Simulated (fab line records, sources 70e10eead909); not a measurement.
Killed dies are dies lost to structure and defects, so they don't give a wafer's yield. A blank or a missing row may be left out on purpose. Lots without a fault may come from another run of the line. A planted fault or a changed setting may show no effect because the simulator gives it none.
Chamber matching | flow nand_harc | NHARC_A_WL_FILL_ALD_00 on ald_hk-02: 4 sister chambers
The step deposits Al2O3, target thk 3 nm, pulse time 3 s, ald cycles 30. 4 wafers are shown with their chamber, then 10 later ones without.

WAFERS WITH THEIR CHAMBER
wafer  | chamber | heater_power_w (W)
L080.1 | 2       | 420
L091.3 | 3       | 558
L092.2 | 0       | 486
L092.5 | 1       | 507

WAFERS WITHOUT THEIR CHAMBER
wafer  | heater_power_w (W)
L092.6 | 422
L094.1 | 476
L094.5 | 465
L094.6 | 564
L097.3 | 499
L097.4 | 571
L097.6 | 570
L095.1 | 489
L095.2 | 564
L095.6 | 574

WHICH CHAMBER EACH WENT THROUGH
wafer  | from the rows above     | in truth
L092.6 | 2                       | 2
L094.1 | can't be placed: 0 or 1 | 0
L094.5 | can't be placed: 0 or 1 | 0
L094.6 | 3                       | 3
L097.3 | can't be placed: 1 or 0 | 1
L097.4 | 3                       | 3
L097.6 | 3                       | 3
L095.1 | can't be placed: 0 or 1 | 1
L095.2 | 3                       | 3
L095.6 | 3                       | 3
Placed correctly: 6 of 10. Can't be placed from these rows: 4 (the true chamber is among the candidates in 4). Placed wrongly: 0.
How it was worked out, from the rows above alone: a wafer's distance from a chamber is the root of the sum, over the readings, of the square of ((its reading less the chamber's mean) divided by the reading's scatter). The wafer belongs to the nearest chamber; if the next one is less than 2 further off, it can't be placed. A chamber's mean is the mean of its shown wafers. The scatter: with one shown wafer a chamber, the root of the mean of the squares of how far each hidden wafer lies from its nearest shown one.
